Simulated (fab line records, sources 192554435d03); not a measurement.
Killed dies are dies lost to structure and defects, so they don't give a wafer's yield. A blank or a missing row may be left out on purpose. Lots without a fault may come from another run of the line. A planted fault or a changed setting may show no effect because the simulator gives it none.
A struck lot beside a sound one | flow n5_finfet | 20 steps out of a route of 1938
Sound: wafers L365.3, L365.4, L365.5. Struck: wafers L377.1, L377.3, L377.4. The cause comes at the end.
At each step with rows: each side's tool, then ch and its chambers, then its first start. Under that, the readings that differ: sound wafers | struck wafers | difference of the means | sigmas: that difference in standard deviations of wafers without a fault.
alike: readings whose means differ by less than 2 such deviations, and words and numbers that are the same on both sides. not compared: withheld readings, readings that some wafer has no value for, bounds like >300 that may hide the same value, and numbers for which the record gives no deviation and whose values overlap.
The two part at a step that has a row with sigmas, a row that says differs or no value, or rows on one side only. Numbers that don't overlap but have no deviation are shown without sigmas and don't part them. A reading that every wafer of one side lacks parts them only if that side has two wafers or more.

N5_BEOL_M12_ETCH_59: etches BARC in N2/H2, target depth 89 nm, overetch 26.7 nm, time 67.9 s.
  sound on rie_diel-01 ch 0,2, day 12 12:16; struck on rie_diel-05 ch 0,1,3, day 15 20:45
  alike: drypump_motor_current_A, oes_product_au, rf_vpp_V, showerhead_plenum_p_Torr, throttle_valve_pct
  not compared: rf_hours_counter_h
N5_BEOL_M12_VIA_ETCH_16: etches SiOC in C4F8/O2/Ar, target depth 724.8 nm.
  sound on rie_diel-01 ch 0,2, day 12 12:19; struck on rie_diel-05 ch 0,1,3, day 15 20:49
  alike: drypump_motor_current_A, he_inner_torr, oes_product_au, rf_vpp_V, showerhead_plenum_p_Torr, throttle_valve_pct
N5_BEOL_M12_STRIP_63: strips in N2/H2.
  sound on plasma_asher-01 ch 0,1, day 12 12:32; struck on plasma_asher-02 ch 0,1, day 15 21:00
  alike: drypump_motor_current_A, heater_power_w, oes_product_au, strip_time_to_endpoint_s
  not compared: rf_hours_counter_h
N5_BEOL_M12_STRIP_64: strips in N2/H2.
  sound on plasma_asher-01 ch 0,1, day 12 12:36; struck on plasma_asher-02 ch 0,1, day 15 21:04
  reading               | sound             | struck            | difference | sigmas
  oes_product_au (a.u.) | 0.704 0.713 0.710 | 0.717 0.720 0.724 | +0.011     | +3
  alike: drypump_motor_current_A, heater_power_w, strip_time_to_endpoint_s
  not compared: rf_hours_counter_h
then, 2 steps without rows for these wafers: N5_BEOL_M12_STRIP_71 (strips in post etch residue remover, time 60 s); N5_BEOL_M12_SRD_72 (time 30 s, dry time 30 s).
N5_BEOL_M12_CD_MEAS_17: target cd 140 nm.
  sound on cd_sem-03, day 12 12:44; struck on cd_sem-01, day 15 21:16
  alike: cd_nm
then, 5 steps without rows for these wafers: N5_BEOL_M12_COAT_65 (time 60 s, resist thk 300 nm); N5_BEOL_M12_COAT_66 (time 60 s, resist thk 110 nm); N5_BEOL_M12_COAT_22 (resist thk 300 nm); N5_BEOL_M12_EBR_24; N5_BEOL_M12_SOFTBAKE_23 (time 60 s).
N5_BEOL_M12_EXPOSE_25: exposes mask M12.
  sound on krf_scanner-01 ch 0, day 12 13:01; struck on krf_scanner-02 ch 0, day 15 21:25
  reading                          | sound       | struck   | difference | sigmas
  model.BEOL_M12.overlay_x_nm (nm) | 0.4 0.4 0.4 | 29 29 29 | +29        |
  alike: mask
then, 3 steps without rows for these wafers: N5_BEOL_M12_PEB_26 (peb time 90 s); N5_BEOL_M12_DEVELOP_27 (develop time 45 s); N5_BEOL_M12_HARDBAKE_32 (time 120 s).
N5_BEOL_M12_CD_MEAS_28: target cd 160.2 nm.
  sound on cd_sem-03 ch 0, day 12 13:11; struck on cd_sem-03 ch 0, day 15 21:35
  alike: cd_nm
N5_BEOL_M12_OVL_MEAS_29:
  sound on overlay-01 ch 0, day 12 13:13; struck on overlay-02 ch 0, day 15 21:37
  reading      | sound   | struck   | difference | sigmas
  M12_OVL (nm) | -1 3 -2 | 28 25 32 | +28        | +6
N5_BEOL_M12_INSPECT_30: inspects for defects (macro).
  sound on defect_inspect-02, day 12 13:14; struck on defect_inspect-01, day 15 21:38
  alike: raw_defect_count
N5_PASSIVATION_PROBE_49:
  the record has rows for the sound wafers here (prober-02, day 14 12:22) and none for the struck ones

WHERE THEY PART
First at N5_BEOL_M12_STRIP_64; last, within this record, at N5_PASSIVATION_PROBE_49.

WHY: what the simulator had put in
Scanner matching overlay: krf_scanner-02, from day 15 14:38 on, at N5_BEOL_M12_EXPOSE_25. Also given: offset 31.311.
